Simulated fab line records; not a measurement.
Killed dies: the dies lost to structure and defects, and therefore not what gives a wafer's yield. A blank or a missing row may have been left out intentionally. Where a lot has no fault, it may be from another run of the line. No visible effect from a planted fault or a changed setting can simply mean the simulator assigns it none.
Comparing a struck lot with a sound one    flow nand-harc    24 steps out of a route of 1302
Sound: wafers L576.1, L576.4, L576.5. Struck: wafers L588.1, L588.3, L588.6. Last of all comes the cause.
For every step that has rows: the tool of each side, followed by ch and its chambers, followed by its first start. Under that, the readings that differ: sound wafers    struck wafers    difference of the means    sigmas: that difference in standard deviations of wafers without a fault.
alike: same words and numbers on both sides, and readings whose means sit less than 2 such deviations apart. not compared: any withheld reading, any reading some wafer has no value for, any bound like >300 that may hide the same value, and any number with overlapping values for which the record gives no deviation.
The two part at a step that has a row with sigmas, a row that says differs or no value, or rows on one side only. Numbers that don't overlap but have no deviation are shown without sigmas and don't part them. Lack of a reading on every wafer of one side parts them only where that side has two or more wafers.

NHARC_P_M1_INSPECT_27:
  sound on defect-inspect-02 at day 8 03:26; struck on defect-inspect-01 at day 13 06:24
  alike: raw-defect-count
NHARC_P_M1_PRE_CLEAN_32: time 12 s.
  sound on pecvd-03 ch 0,1, day 8 03:31; struck on pecvd-02 ch 0,1, day 13 06:28
  alike: heater-power-w, rf-fwd-power-W
NHARC_P_M1_DEP_33: deposits SiCN, target thk 30 nm.
  sound on pecvd-03 ch 0,1, day 8 03:38; struck on pecvd-02 ch 0,1, day 13 06:33
  alike: heater-power-w, rf-fwd-power-W, showerhead-vpp-V
then, 8 steps without rows for these wafers: NHARC_P_M2_DEP_00 (deposits SiOC, target thk 182.5 nm); NHARC_P_M2_DEHYDRATE_01 (time 120 s); NHARC_P_M2_HMDS_02 (time 30 s); NHARC_P_M2_COAT_34 (time 65 s); NHARC_P_M2_COAT_03 (resist thk 90 nm); NHARC_P_M2_SOFTBAKE_04 (time 55 s); NHARC_P_M2_EBR_05; NHARC_P_M2_EXPOSE_06 (exposes mask P M2, target cd 170 nm).
NHARC_P_M2_PEB_07: peb time 65 s.
  sound on litho-track-04 ch 0, day 8 04:46; struck on litho-track-06 ch 0, day 13 07:35
reading                   sound              struck             difference  sigmas
heater-power-total-W (W)  156.5 156.6 157.1  164.3 163.9 164.9  +7.6        +18
  alike: chill-plate-temp-C
then, 1 step without rows for these wafers: NHARC_P_M2_DEVELOP_08 (develop time 35 s).
NHARC_P_M2_CD_MEAS_09: the cd target is 170 nm.
  sound on cd-sem-01 ch 0, day 8 04:50; struck on cd-sem-01 ch 0
reading     sound              struck             difference  sigmas
cd-nm (nm)  169.6 170.3 170.2  167.6 167.8 168.0  -2.2        -3
  not compared: hold
NHARC_P_M2_OVL_MEAS_10: pitch 340 nm.
  sound on overlay-02 at day 8 04:56; struck on overlay-02 at day 13 15:34
reading  sound  struck                                                                      difference                    sigmas
hold     - - -  await-dispo/7.6h/release await-dispo/7.6h/release await-dispo/7.6h/release  no value on the sound wafers  
  alike: overlay-x-nm, overlay-y-nm
NHARC_P_M2_INSPECT_11:
  sound on defect-inspect-02 at day 8 04:58; struck on defect-inspect-01 at day 13 15:36
  alike: raw-defect-count
NHARC_P_M2_DESCUM_14: chemistry O2, time 3 s.
  sound on rie-diel-03 ch 0,1,3, day 8 05:02; struck on rie-diel-08 ch 1,2, day 13 15:40
reading                sound              struck             difference  sigmas
model.P_M2.cd-nm (nm)  169.3 170.1 170.1  166.7 167.4 167.4  -2.7        
  alike: chamber-pressure-mTorr, drypump-motor-current-A, mfc-ar-sccm, oes-product-au, rf-vpp-V, showerhead-plenum-p-Torr, throttle-valve-pct
  not compared: rf-hours-counter-h
NHARC_P_M2_ETCH_35: etches the open film in N2/H2, target depth 40 nm, overetch 12 nm, time 43.94 s.
  sound on rie-diel-03 ch 0,1,2, day 8 05:07; struck on rie-diel-08 ch 0,1, day 13 15:44
reading                         sound                 struck                difference  sigmas
chamber-pressure-mTorr (mTorr)  29.997 29.947 29.969  30.023 30.048 30.011  +0.056      +2
  alike: drypump-motor-current-A, mfc-ar-sccm, oes-product-au, rf-fwd-power-W, rf-vpp-V, showerhead-plenum-p-Torr, throttle-valve-pct
  not compared: rf-hours-counter-h
NHARC_P_M2_ETCH_15: etches the open film in C4F8/Ar, target depth 182.5 nm, time 91.2 s.
  sound on rie-diel-03 ch 1,3; struck on rie-diel-08 ch 0,2,3
  alike: chamber-pressure-mTorr, oes-product-au, rf-fwd-power-W, rf-vpp-V
  not compared: rf-hours-counter-h
NHARC_P_M2_CD_MEAS_16:
  sound on cd-sem-01 at day 8 05:20; struck on cd-sem-02 at day 13 16:09
reading     sound              struck             difference  sigmas
cd-nm (nm)  169.2 170.2 170.4  166.9 167.6 167.3  -2.7        -3
  not compared: hold
NHARC_P_M2_STRIP_18: strips in N2/H2.
  sound on rie-diel-01 ch 0,2,3, day 8 05:27; struck on rie-diel-01 ch 0,2, day 13 20:59
reading  sound  struck                                                                      difference                    sigmas
hold     - - -  await-dispo/4.8h/release await-dispo/4.8h/release await-dispo/4.8h/release  no value on the sound wafers  
  alike: chamber-pressure-mTorr, drypump-motor-current-A, mfc-ar-sccm, oes-product-au, rf-fwd-power-W, rf-vpp-V, showerhead-plenum-p-Torr, throttle-valve-pct
  not compared: rf-hours-counter-h
NHARC_P_M2_ETCH_28: etches the open film in CF4/N2, target depth 30 nm, time 72.99 s.
  sound on rie-diel-01 ch 0,3; struck on rie-diel-01 ch 0,2,3
reading                sound              struck             difference  sigmas
model.P_M2.cd-nm (nm)  168.9 169.3 170.1  166.3 168.3 166.9  -2.3        
  alike: chamber-pressure-mTorr, drypump-motor-current-A, mfc-ar-sccm, oes-product-au, rf-fwd-power-W, rf-vpp-V, showerhead-plenum-p-Torr, throttle-valve-pct
  not compared: rf-hours-counter-h
then, 1 step without rows for these wafers: NHARC_P_M2_STRIP_19 (strips in post etch residue remover, time 600 s).
-- jump in the record: it breaks off in module P_M2 and resumes in module END (first step shown: number 1302 of the route), and 17 days separate the struck wafers' starts before and after --
NHARC_END_SORT_01:
  sound on prober-01 ch 0, day 25 14:41; struck on prober-02 ch 0, day 31 04:23
  alike: defect-limited-yield, killed-at-array, killed-at-other, killed-at-periphery, killed-dies, killed-open, killed-short

## WHERE THEY PART
At NHARC_P_M2_PEB_07 first; at NHARC_P_M2_STRIP_18 last (within this record only). Later steps at which nothing parts them and some readings are alike: NHARC_P_M2_ETCH_28, NHARC_END_SORT_01.

WHY: whatever the simulator had introduced
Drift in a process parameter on litho-track-06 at NHARC_P_M2_PEB_07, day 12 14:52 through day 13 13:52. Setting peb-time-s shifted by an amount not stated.
